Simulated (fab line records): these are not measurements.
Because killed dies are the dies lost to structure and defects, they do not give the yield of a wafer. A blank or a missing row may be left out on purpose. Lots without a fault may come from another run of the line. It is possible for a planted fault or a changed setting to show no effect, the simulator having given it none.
Split-lot trial ; flow n5_finfet ; 21 wafers read from 7 lots, route of 1938 steps

== SPLIT DETAILS ==
At N5_BEOL_M11_TRENCH_ETCH_37 (etches SiCOH lowk in C4F6/O2, target depth 148.83 nm, time 48 s), the setting bias_w was moved away from the recipe's 185 W on 7 of the 21 wafers read, by -17.2% to +4.8%. The other wafers ran this setting at the recipe's value.

The split's own step is where the reading is taken.

== THE READING ==
rf_vpp_V, in V, at N5_BEOL_M11_TRENCH_ETCH_37 (etches SiCOH lowk in C4F6/O2, target depth 148.83 nm, time 48 s). Fault-free wafers of this fab line usually give 660 V, standard deviation 13 V.

wafer;tool, chamber at the split;bias_w as run, W;against the recipe;rf_vpp_V, V;against lot-mates on the recipe
L077.2;rie_diel-05, 2;185;recipe;659;-
L077.3;rie_diel-05, 3;185;recipe;650;-
L077.5;rie_diel-05, 2;185;recipe;659;-
L079.2;rie_diel-06, 1;166.1;-10.2%;607;-63
L079.4;rie_diel-06, 3;185;recipe;687;-
L079.6;rie_diel-06, 2;185;recipe;653;-
L081.4;rie_diel-06, 2;185;recipe;651;-
L081.5;rie_diel-06, 0;185;recipe;647;-
L081.6;rie_diel-06, 1;185;recipe;662;-
L083.2;rie_diel-06, 2;185;recipe;651;-
L083.3;rie_diel-06, 3;185;recipe;686;-
L083.5;rie_diel-06, 0;185;recipe;647;-
L084.1;rie_diel-06, 0;185;recipe;647;-
L084.4;rie_diel-06, 3;193.8;+4.8%;712;+65
L084.6;rie_diel-06, 0;193.8;+4.8%;671;+24
L090.3;rie_diel-06, 1;173.8;-6.1%;630;-33
L090.4;rie_diel-06, 2;185;recipe;663;-
L090.5;rie_diel-06, 1;173.8;-6.1%;630;-33
L092.1;rie_diel-05, 0;185;recipe;678;-
L092.2;rie_diel-05, 3;153.1;-17.2%;559;-119
L092.4;rie_diel-05, 1;153.1;-17.2%;566;-112

THE FIT
A straight line over all 21 wafers: rf_vpp_V changes by +5.65 V for each +1% of bias_w; r = +0.93; the points scatter about the line by 14 V.
The same after taking each lot's own level away (the mean of its wafers on the recipe; 21 wafers): +6.81 V for each +1%; r = +0.96; scatter 12 V.
That fit puts the effect of the largest move of bias_w on the reading at 1.2e+02 V.
Across the lots, their own levels run from 647.0 to 678.0 V, a range of 2.4 times the standard deviation given above.
So the slope is not independent of the lot-to-lot level: the two fits are not the same.
Check: with one of the wafers moved furthest among these (-17.2%) left out of the fit, the line predicts -113 V for it against its lot-mates. It came out at -119 V against them.
Tool readings at the split's step, against how far the setting was moved: rf_vpp_V r = +0.93.

== OTHER SPLITS APPLIED TO THESE WAFERS ==
Note: prior to the reading, these wafers also went through further splits. Each is held against what the fit with the lots' levels taken away leaves over:
other split on the same wafers;wafers away from the commonest value;r with rf_vpp_V (lot level and that fit taken away)
N5_BEOL_M7_VIA_ETCH_34 source_w;4;-0.07
N5_BEOL_M9_HM_DEP_02 target_thk_a;7;-0.25
N5_BEOL_M9_EXPOSE_25 dose_mj;8;-0.07
N5_BEOL_M10_EXPOSE_25 dose_mj;9;+0.25
N5_BEOL_M10_VIA_ETCH_34 time_s;6;-0.15

== THE FILE'S OWN FIT ==
rf_vpp_V changes by +6.61 V for each +1% of bias_w, r = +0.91.
